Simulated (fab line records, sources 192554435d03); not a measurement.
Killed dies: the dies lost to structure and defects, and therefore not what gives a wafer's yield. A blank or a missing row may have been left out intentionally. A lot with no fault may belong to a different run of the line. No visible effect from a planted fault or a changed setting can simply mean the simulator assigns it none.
Matching of chambers | flow n5_finfet | 4 sister chambers for N5_BEOL_M8_ETCH_66 on rie_diel-04
The step etches SOC in N2/H2, target depth 80 nm, overetch 16 nm, time 120 s. 14 wafers are shown with their chamber, then 7 later ones without.

== WAFERS WITH THEIR CHAMBER ==
wafer  | chamber | drypump_motor_current_A (A) | showerhead_plenum_p_Torr (Torr) | oes_product_au (a.u.)
L074.1 | 2       | 6.3                         | 2.48                            | 0.64
L074.4 | 1       | 5.9                         | 2.44                            | 0.56
L074.6 | 1       | 5.9                         | 2.44                            | 0.56
L079.3 | 3       | 5.1                         | 2.54                            | 0.58
L079.4 | 2       | 6.3                         | 2.47                            | 0.64
L079.5 | 1       | 5.9                         | 2.43                            | 0.56
L078.1 | 1       | 5.8                         | 2.43                            | 0.56
L078.2 | 3       | 5.1                         | 2.54                            | 0.57
L078.3 | 2       | 6.3                         | 2.47                            | 0.63
L080.2 | 1       | 5.9                         | 2.43                            | 0.56
L080.3 | 3       | 5.1                         | 2.54                            | 0.58
L080.6 | 1       | 5.9                         | 2.43                            | 0.56
L081.2 | 1       | 5.9                         | 2.43                            | 0.56
L081.3 | 0       | 5.8                         | 2.62                            | 0.52

SIGNATURES (means of the wafers above)
reading                  | chamber 0 | chamber 1 | chamber 2 | chamber 3 | scatter within a chamber
drypump_motor_current_A  | 5.800     | 5.886     | 6.300     | 5.100     | 0.0293
showerhead_plenum_p_Torr | 2.6200    | 2.4329    | 2.4733    | 2.5400    | 0.00458
oes_product_au           | 0.5200    | 0.5600    | 0.6367    | 0.5767    | 0.00365
Rule: for each reading, subtract the chamber's mean from the wafer's reading, divide by that reading's scatter and square the result; add these up over the readings and take the root, which gives the wafer's distance from the chamber. If the next closest chamber is less than 2 further off than the closest, the wafer can't be placed; otherwise it belongs to the closest. The scatter is the square root of a quotient: the sum, over the shown wafers, of each reading's squared deviation from its chamber's mean, divided by wafers minus chambers.

== WAFERS WITHOUT THEIR CHAMBER ==
wafer  | drypump_motor_current_A (A) | showerhead_plenum_p_Torr (Torr) | oes_product_au (a.u.)
L081.4 | 5.1                         | 2.53                            | 0.57
L088.3 | 6.3                         | 2.47                            | 0.62
L088.4 | 5.7                         | 2.61                            | 0.52
L088.5 | 5.9                         | 2.43                            | 0.55
L097.1 | 5.8                         | 2.61                            | 0.73
L097.2 | 5.8                         | 2.42                            | 0.55
L097.5 | 5.8                         | 2.42                            | 0.54

== THE CHAMBER EACH PASSED THROUGH ==
wafer  | from the rows above | in truth
L081.4 | 3                   | 3
L088.3 | 2                   | 2
L088.4 | 0                   | 0
L088.5 | 1                   | 1
L097.1 | 2                   | 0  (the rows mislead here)
L097.2 | 1                   | 1
L097.5 | 1                   | 1
Correct placement for 6 of the 7. Not placeable from these rows: 0. 1 placed wrongly.
